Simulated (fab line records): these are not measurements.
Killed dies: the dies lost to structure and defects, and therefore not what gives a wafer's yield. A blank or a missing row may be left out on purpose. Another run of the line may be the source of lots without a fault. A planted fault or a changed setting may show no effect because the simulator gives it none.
One fault through the eyes of 2 desks -- flow nand_harc -- what lay behind the numbers comes last; until then each desk has only its own

== FOR THE TOOL OWNER'S DESK: ecd_cu-01 ==
The tool's own readings at NHARC_P_M0_ECD_22 (material Cu, target thk 400 nm): means of the sampled wafers that have a number, for each lot that ran on this tool. The brackets show how far a lot's mean lies from the usual mean; more than 4 standard deviations puts the lot out of limits, marked OUT.
Columns: A = bath_heat_duty_pct at NHARC_P_M0_ECD_22, usual 6.2 %
lot,first seen here,A
L994,day 6 04:29,6.2
L997,day 6 21:10,6.0
L105,day 8 15:02,5.9
L104,day 8 16:02,5.7
L106,day 9 05:57,6.1
Result from this desk: across the 5 lots, nothing is out of limits.

== FROM THE METROLOGY DESK ==
Lot by lot, what the gauges showed, no matter which tool ran the lot: averages of those sampled wafers that carry a number. The brackets show how far a lot's mean lies from the usual mean; more than 4 standard deviations puts the lot out of limits, marked OUT.
Columns: A = overlay_x_nm at NHARC_P_M0_OVL_MEAS_10, usual -0.1 nm; B = overlay_y_nm at NHARC_P_M0_OVL_MEAS_10, usual 0.2 nm
lot,first seen here,A,B
L994,day 6 03:06,-0.7,0.1
L995,day 6 10:02,0.5,0.2
L997,day 6 19:44,1.1,0.0
L998,day 6 22:52,-0.7,-0.6
L100,day 7 00:55,-1.1,1.6
L105,day 8 13:38,-0.6,0.1
L104,day 8 14:26,0.6,-0.4
L106,day 9 04:34,-0.6,-0.6
L109,day 9 22:34,-0.4,0.8
L113,day 10 15:48,0.9,-0.8
L117,day 12 00:16,0.2,1.4
Result from this desk: across the 11 lots, nothing is out of limits.

== PUT TOGETHER ==
The desk of the tool owner found nothing out of limits.
At the metrology desk, nothing out of limits was observed.

== WHAT THE SIMULATOR PUT IN ==
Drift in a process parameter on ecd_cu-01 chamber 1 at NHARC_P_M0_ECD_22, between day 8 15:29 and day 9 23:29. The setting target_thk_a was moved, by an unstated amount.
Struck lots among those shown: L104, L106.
